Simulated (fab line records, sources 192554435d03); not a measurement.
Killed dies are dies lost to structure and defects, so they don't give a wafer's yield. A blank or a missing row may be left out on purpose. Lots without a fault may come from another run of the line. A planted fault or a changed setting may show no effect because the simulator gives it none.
Which tool did it? | flow n5_finfet | 7 lots, 20 wafers sampled, at 4 steps of a route of 1938

WHAT THE GAUGES READ, wafer by wafer
N5_BEOL_M2_THK_MEAS_01.
lot  | measured     | on            | M2_ILD_THK (nm)
L372 | day 7 02:14  | film_metro-02 | 79.1 78.4 80.0
L374 | day 7 08:18  | film_metro-02 | 79.6 80.2 79.7
L376 | day 7 17:26  | film_metro-02 | 78.7 78.1 79.4
L383 | day 9 16:49  | film_metro-01 | 79.4 52.8
L387 | day 10 12:41 | film_metro-02 | 78.5 77.8 79.4
L391 | day 11 06:08 | film_metro-02 | 78.8 80.0 79.5
L394 | day 12 12:32 | film_metro-02 | 76.0 78.5 79.4

WHICH TOOL RAN EACH LOT (tool, then ch and the chambers of the sampled wafers, then the start)
lot  | N5_BEOL_M1_SPUTTER_94        | N5_BEOL_M1_CMP_52             | N5_BEOL_M2_ILD_DEP_00
L372 | pvd_sputter-03, day 7 00:50  | cmp-03 ch 1,3, day 7 01:34    | pecvd-04 ch 0,1,2, day 7 02:10
L374 | pvd_sputter-03, day 7 06:46  | cmp-02 ch 0,1,3, day 7 07:41  | pecvd-02 ch 0,2, day 7 08:14
L376 | pvd_sputter-03, day 7 15:44  | cmp-02 ch 1,2,3, day 7 16:47  | pecvd-04 ch 1,2, day 7 17:22
L383 | pvd_sputter-03, day 9 15:13  | cmp-03 ch 0,2, day 9 16:11    | pecvd-04 ch 0, day 9 16:45
L387 | pvd_sputter-03, day 10 10:55 | cmp-03 ch 0,1, day 10 11:59   | pecvd-02 ch 0,1,2, day 10 12:37
L391 | pvd_sputter-03, day 11 04:44 | cmp-01 ch 2,3, day 11 05:29   | pecvd-01 ch 1,2, day 11 06:04
L394 | pvd_sputter-03, day 12 10:50 | cmp-01 ch 0,2,3, day 12 11:51 | pecvd-01 ch 1,2, day 12 12:28
- N5_BEOL_M1_SPUTTER_94: material Cu, target thk 4.5 nm, time 8.29 s.
- N5_BEOL_M1_CMP_52: polishes, stops on SiOC, t overpolish 6.8 s, target thk 40 nm.
- N5_BEOL_M2_ILD_DEP_00: deposits SiOC from DEMS/O2, target thk 79 nm, time 15.3 s.

THE ANSWER, worked out from the rows above alone
Rule: what is usual is taken from the lots themselves. Put in order of their means at a reading, lots are off if they are a third of the lots or fewer, leave a main group of 4 or more, and stand apart from it by a gap of 3 or more times the standard deviation of the main group's means; of several such gaps the widest counts. A main group whose means are all the same, to the digits that the tables above print for the reading, isn't used. A lot without any number at a reading at which 4 lots or more have one is off too. The other lots that the step has rows for count as sound.
Off: L383, at N5_BEOL_M2_THK_MEAS_01 (M2_ILD_THK). The main group: mean 79.0 nm, standard deviation 0.61.
A tool fits if, at a process step before that reading, it ran every lot that is off, and no sound lot after the first of them. The gauges at N5_BEOL_M2_THK_MEAS_01 are tried like those tools. Can't be told from this: 2 tools fit, pecvd-04 at N5_BEOL_M2_ILD_DEP_00, film_metro-01 at N5_BEOL_M2_THK_MEAS_01.

WHAT THE SIMULATOR HAD PUT IN
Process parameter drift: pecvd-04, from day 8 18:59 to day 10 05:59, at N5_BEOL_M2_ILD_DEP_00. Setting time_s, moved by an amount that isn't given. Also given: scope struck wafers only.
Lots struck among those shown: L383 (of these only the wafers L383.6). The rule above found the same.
